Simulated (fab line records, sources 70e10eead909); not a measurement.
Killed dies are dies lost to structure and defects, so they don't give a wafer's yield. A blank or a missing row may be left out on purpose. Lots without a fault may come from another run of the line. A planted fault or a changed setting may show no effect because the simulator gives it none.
Tool commonality check | flow nand_harc | 2 lots, 6 wafers sampled

WHY IT WAS OPENED
At NHARC_END_SORT_01 the reading killed_at_periphery is flagged on 2 of 2 lots. Wafers without a fault read 3.2, standard deviation 2.3.
Rule: a lot is flagged when every wafer of it that has a number lies more than 4 standard deviations from that mean, or none has a number. The other lots count as sound.

lot  | measured     | on        | killed_at_periphery, wafer by wafer | flag
L735 | day 23 02:52 | prober-01 | 402 421 382                         | FLAGGED
L736 | day 23 14:46 | prober-01 | 386 399 386                         | FLAGGED
The numbers of the flagged lots are 396.0 on average: +392.8 against the usual, or +99 or more standard deviations.

WHICH TOOL RAN EACH LOT
The record holds 3 process steps before the reading, out of a route of 1159 steps. In each cell: the tool, then ch and the chambers that the sampled wafers went through, then the start.
lot  | flag    | NHARC_P_STI_OXIDE_33         | NHARC_A_M1_ETCH_28                          | NHARC_THIN_TSV_PVD_19
L735 | FLAGGED | furnace-08 ch 0, day 6 18:10 | rie_diel-11 ch 0,1, day 21 15:44 or earlier | pvd_sputter-03, day 23 02:52 or earlier
L736 | FLAGGED | furnace-08 ch 0, day 6 18:10 | rie_diel-11 ch 1,2, day 22 07:13 or earlier | pvd_sputter-01, day 23 14:46 or earlier
What these steps do:
- NHARC_P_STI_OXIDE_33: material SiO2, target thk 10 nm, ox time 281 s.
- NHARC_A_M1_ETCH_28: etches the open film in CF4/N2, target depth 30 nm, time 72.99 s.
- NHARC_THIN_TSV_PVD_19: deposits TaN, target thk 20 nm.
- NHARC_END_SORT_01

FLAGGED OVER TOTAL, TOOL BY TOOL (the gauges that took the reading come last)
step                  | tool           | lots run | flagged | share of the flagged lots | sound lots run after its first flagged lot
NHARC_P_STI_OXIDE_33  | furnace-08     | 2        | 2       | all                       | 0
NHARC_A_M1_ETCH_28    | rie_diel-11    | 2        | 2       | all                       | 0
NHARC_THIN_TSV_PVD_19 | pvd_sputter-01 | 1        | 1       | some                      | 0
NHARC_THIN_TSV_PVD_19 | pvd_sputter-03 | 1        | 1       | some                      | 0
NHARC_END_SORT_01     | prober-01      | 2        | 2       | all                       | 0
NHARC_A_M1_ETCH_28 gives no start for some lots, so the hours and the order of its lots are those of NHARC_A_BONDPAD_CD_MEAS_09. NHARC_THIN_TSV_PVD_19 gives no start for some lots, so the hours and the order of its lots are those of NHARC_END_SORT_01.

WHAT THE TABLE ALLOWS
3 rows of the table ran every flagged lot: furnace-08 at NHARC_P_STI_OXIDE_33, rie_diel-11 at NHARC_A_M1_ETCH_28, prober-01 at NHARC_END_SORT_01.
- furnace-08 at NHARC_P_STI_OXIDE_33: 2 of its 2 lots flagged. It ran no sound lot before its first flagged lot in this sample, so the start can't be narrowed down.
- rie_diel-11 at NHARC_A_M1_ETCH_28: 2 of its 2 lots flagged. It ran no sound lot before its first flagged lot in this sample, so the start can't be narrowed down.
- prober-01 at NHARC_END_SORT_01: 2 of its 2 lots flagged. It ran no sound lot before its first flagged lot in this sample, so the start can't be narrowed down.
Counting lots can't tell these 3 tools apart, because each fits a fault that began at some hour. More lots, or a look at what each step does to the wafer, might.

WHAT THE SIMULATOR HAD PUT IN
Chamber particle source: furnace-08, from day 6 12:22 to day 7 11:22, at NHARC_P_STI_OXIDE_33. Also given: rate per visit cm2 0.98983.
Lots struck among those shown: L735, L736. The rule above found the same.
